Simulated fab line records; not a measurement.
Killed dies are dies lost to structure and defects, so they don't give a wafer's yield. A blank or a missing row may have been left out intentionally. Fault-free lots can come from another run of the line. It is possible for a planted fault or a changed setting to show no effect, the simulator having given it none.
Split-lot study    flow n5 finfet    on a route of 1938 steps: 7 lots, 21 wafers read

== THE SPLIT ==
At N5_BEOL_M7_ILD_DEP_00 (deposits SiCOH lowk from DEMS/porogen, target thk 179.75 nm, time 33.4 s), the setting time s was moved away from the recipe's 33.4 s on 6 of the 21 wafers read, by -7.3% to +9.5%. For the rest of the wafers, this setting stayed at what the recipe calls for.

== THE PATH FROM SPLIT TO READING: the file shows 1 step between them ==
- N5_BEOL_M7_CURE_74: cures SiCOH lowk, time 240 s

== THE READING ==
M7_ILD_THK (nm), taken at N5_BEOL_M7_THK_MEAS_01. Fault-free wafers of this fab line usually give 154.3 nm, standard deviation 2 nm.

wafer   tool, chamber at the split  time s as run, s  against the recipe  M7_ILD_THK, nm  against lot-mates on the recipe
L076.2  pecvd-02, 2                 36                +7.8%               163.3           +10.2
L076.3  pecvd-02, 0                 33.4              recipe              153.1           -
L076.4  pecvd-02, 1                 36                +7.8%               166.3           +13.2
L081.1  pecvd-03, 0                 33.4              recipe              155.3           -
L081.4  pecvd-03, 2                 33.4              recipe              155.1           -
L081.5  pecvd-03, 0                 33.4              recipe              157.3           -
L083.1  pecvd-02, 0                 36.57             +9.5%               167.3           +12.8
L083.2  pecvd-02, 2                 36.57             +9.5%               166.5           +12.0
L083.5  pecvd-02, 1                 33.4              recipe              154.5           -
L091.1  pecvd-02, 0,1               33.4              recipe              153.3           -
L091.3  pecvd-02, 0,1               33.4              recipe              153.6           -
L091.6  pecvd-02, 0                 33.4              recipe              157.5           -
L090.4  pecvd-04, 2                 33.4              recipe              151.7           -
L090.5  pecvd-04, 0                 33.4              recipe              153.2           -
L090.6  pecvd-04, 1                 33.4              recipe              153.8           -
L093.1  pecvd-04, 0                 33.4              recipe              153.1           -
L093.3  pecvd-04, 1                 33.4              recipe              151.0           -
L093.6  pecvd-04, 1                 33.4              recipe              155.5           -
L095.1  pecvd-02, 2                 30.97             -7.3%               137.6           -15.2
L095.5  pecvd-02, 1                 33.4              recipe              152.8           -
L095.6  pecvd-02, 2                 30.97             -7.3%               142.6           -10.2
If several chambers appear in one row, that row covers several wafers at once and the file leaves open which wafer was in which chamber.

FIT RESULTS
A straight line over all 21 wafers: M7_ILD_THK changes by +1.53 nm for each +1% of time s; r = +0.96; the points scatter about the line by 2.1 nm.
The same after taking each lot's own level away (the mean of its wafers on the recipe; 21 wafers): +1.5 nm for each +1%; r = +0.97; scatter 1.7 nm.
According to that fit, moving time s by its largest amount changes the reading by 14 nm.
Measured against the standard deviation above, the lots' own levels, which go from 152.80 to 155.90 nm, span 1.5 times it.
So the lot-to-lot level changes the slope little: the two slopes agree.
Check: +14.2 nm against its lot-mates is what the line predicts for one of the wafers moved furthest among these (+9.5%) when that wafer is left out of the fit. Against them it came out at +12.8 nm.

== ADDITIONAL SPLITS CARRIED BY THESE WAFERS ==
Before the reading, these wafers also passed through other splits. Each is held against what the fit with the lots' levels taken away leaves over:
other split on the same wafers  wafers away from the commonest value  r with M7_ILD_THK (lot level and that fit taken away)
N5_BEOL_M6_EXPOSE_08 dose mj    4                                     +0.25

== THE WHOLE CHAIN: every reading that the file lists as answering this split, in the file's order ==
step                    what it does                                                              reading                                                                                   change (the file's fit)               r (the file's)
N5_BEOL_M7_ILD_DEP_00   deposits SiCOH lowk from DEMS/porogen, target thk 179.75 nm, time 33.4 s  SiCOH_lowk_of_BEOL_M7_ILD_DEP_00.thk nm (the simulator's own value, which no gauge read)  +1.71 nm for each +1% of the setting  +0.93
N5_BEOL_M7_CURE_74      cures SiCOH lowk, time 240 s                                              SiCOH_lowk_of_BEOL_M7_ILD_DEP_00.thk nm (the simulator's own value, which no gauge read)  +1.48 nm for each +1% of the setting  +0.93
N5_BEOL_M7_THK_MEAS_01                                                                            M7_ILD_THK                                                                                +1.48 for each +1% of the setting     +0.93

== FILE'S OWN FIT ==
M7_ILD_THK changes by +1.48 nm for each +1% of time s, r = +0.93.
